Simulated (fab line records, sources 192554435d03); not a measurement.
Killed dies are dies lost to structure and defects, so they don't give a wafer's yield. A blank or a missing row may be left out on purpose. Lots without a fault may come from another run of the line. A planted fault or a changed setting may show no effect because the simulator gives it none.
Split-lot experiment | flow n5_finfet | 7 lots, 39 wafers read, on a route of 1938 steps

THE SPLIT
At N5_FIN_SAQP_SPACER2_ALD_28 (deposits SiO2, target thk 8.1 nm, pulse time 1 s, purge time 2 s), the setting temp_c was moved away from the recipe's 300 C on 18 of the 39 wafers read, by -3.8% to +3.6%. The other wafers ran this setting at the recipe's value.

The reading is taken at the split's own step.

THE READING
SiO2_of_FIN_SAQP_SPACER2_ALD_28.thk_nm (the simulator's own value, which no gauge read), in nm, at N5_FIN_SAQP_SPACER2_ALD_28 (deposits SiO2, target thk 8.1 nm, pulse time 1 s, purge time 2 s). The file gives no usual value for it. The 21 wafers here that ran the recipe average 8.1 nm, standard deviation 0.099 nm.

wafer  | tool, chamber at the split | temp_c as run, C | against the recipe | SiO2_of_FIN_SAQP_SPACER2_ALD_28.thk_nm, nm | against lot-mates on the recipe
L075.1 | ald_sin-04, 1,2            | 293.3            | -2.2%              | 8.4                                        | +0.4
L075.4 | ald_sin-04, 1,2            | 293.3            | -2.2%              | 8.4                                        | +0.4
L075.2 | ald_sin-04, 3,0,0          | 300              | recipe             | 8                                          | -
L075.3 | ald_sin-04, 3,0,0          | 300              | recipe             | 8                                          | -
L075.5 | ald_sin-04, 3,0,0          | 300              | recipe             | 8                                          | -
L075.6 | ald_sin-04, 1              | 293.3            | -2.2%              | 8.2                                        | +0.2
L076.1 | ald_sin-02, 2,3,1          | 309.3            | +3.1%              | 8                                          | -0.2
L076.3 | ald_sin-02, 2,3,1          | 309.3            | +3.1%              | 8                                          | -0.2
L076.4 | ald_sin-02, 2,3,1          | 309.3            | +3.1%              | 8                                          | -0.2
L076.2 | ald_sin-02, 0,0,1          | 300              | recipe             | 8.2                                        | -
L076.5 | ald_sin-02, 0,0,1          | 300              | recipe             | 8.2                                        | -
L076.6 | ald_sin-02, 0,0,1          | 300              | recipe             | 8.2                                        | -
L077.3 | ald_sin-02, 3,3,2          | 300              | recipe             | 8                                          | -
L077.5 | ald_sin-02, 3,3,2          | 300              | recipe             | 8                                          | -
L077.6 | ald_sin-02, 3,3,2          | 300              | recipe             | 8                                          | -
L078.1 | ald_sin-01, 3,0,1          | 300              | recipe             | 8                                          | -
L078.3 | ald_sin-01, 3,0,1          | 300              | recipe             | 8                                          | -
L078.5 | ald_sin-01, 3,0,1          | 300              | recipe             | 8                                          | -
L078.2 | ald_sin-01, 1,2,2          | 288.5            | -3.8%              | 8.4                                        | +0.4
L078.4 | ald_sin-01, 1,2,2          | 288.5            | -3.8%              | 8.4                                        | +0.4
L078.6 | ald_sin-01, 1,2,2          | 288.5            | -3.8%              | 8.4                                        | +0.4
L079.1 | ald_sin-01, 1,0,1          | 310.7            | +3.6%              | 8                                          | -0.1
L079.5 | ald_sin-01, 1,0,1          | 310.7            | +3.6%              | 8                                          | -0.1
L079.6 | ald_sin-01, 1,0,1          | 310.7            | +3.6%              | 8                                          | -0.1
L079.2 | ald_sin-01, 3,0            | 300              | recipe             | 8.2                                        | -
L079.4 | ald_sin-01, 3,0            | 300              | recipe             | 8.2                                        | -
L079.3 | ald_sin-01, 2              | 300              | recipe             | 8                                          | -
L087.1 | ald_sin-01, 2              | 300              | recipe             | 8.2                                        | -
L087.2 | ald_sin-01, 3,1            | 300              | recipe             | 8                                          | -
L087.4 | ald_sin-01, 3,1            | 300              | recipe             | 8                                          | -
L087.3 | ald_sin-01, 0,0,3          | 288.5            | -3.8%              | 8.4                                        | +0.3
L087.5 | ald_sin-01, 0,0,3          | 288.5            | -3.8%              | 8.4                                        | +0.3
L087.6 | ald_sin-01, 0,0,3          | 288.5            | -3.8%              | 8.4                                        | +0.3
L095.1 | ald_sin-02, 0,2,3          | 300              | recipe             | 8.2                                        | -
L095.3 | ald_sin-02, 0,2,3          | 300              | recipe             | 8.2                                        | -
L095.4 | ald_sin-02, 0,2,3          | 300              | recipe             | 8.2                                        | -
L095.2 | ald_sin-02, 1,3,0          | 305.7            | +1.9%              | 8                                          | -0.2
L095.5 | ald_sin-02, 1,3,0          | 305.7            | +1.9%              | 8                                          | -0.2
L095.6 | ald_sin-02, 1,3,0          | 305.7            | +1.9%              | 8                                          | -0.2
Where a row lists several chambers, the file gives one row for several wafers and doesn't say which wafer went through which chamber.

THE FIT
A straight line over all 39 wafers: SiO2_of_FIN_SAQP_SPACER2_ALD_28.thk_nm changes by -0.0604 nm for each +1% of temp_c; r = -0.82; the points scatter about the line by 0.094 nm.
The same after taking each lot's own level away (the mean of its wafers on the recipe; 39 wafers): -0.0827 nm for each +1%; r = -0.92; scatter 0.077 nm.
On that fit, the largest move of temp_c shifts the reading by 0.32 nm.
The lots' own levels span 8.00 to 8.20 nm, that is 2.0 times the standard deviation above.
So the lot-to-lot level changes the slope: the two fits differ.
Check: with one of the wafers moved furthest among these (-3.8%) left out of the fit, the line predicts +0.344 nm for it against its lot-mates. It came out at +0.4 nm against them.

THE FILE'S OWN FIT
SiO2_of_FIN_SAQP_SPACER2_ALD_28.thk_nm changes by -0.0834 nm for each +1% of temp_c, r = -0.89.
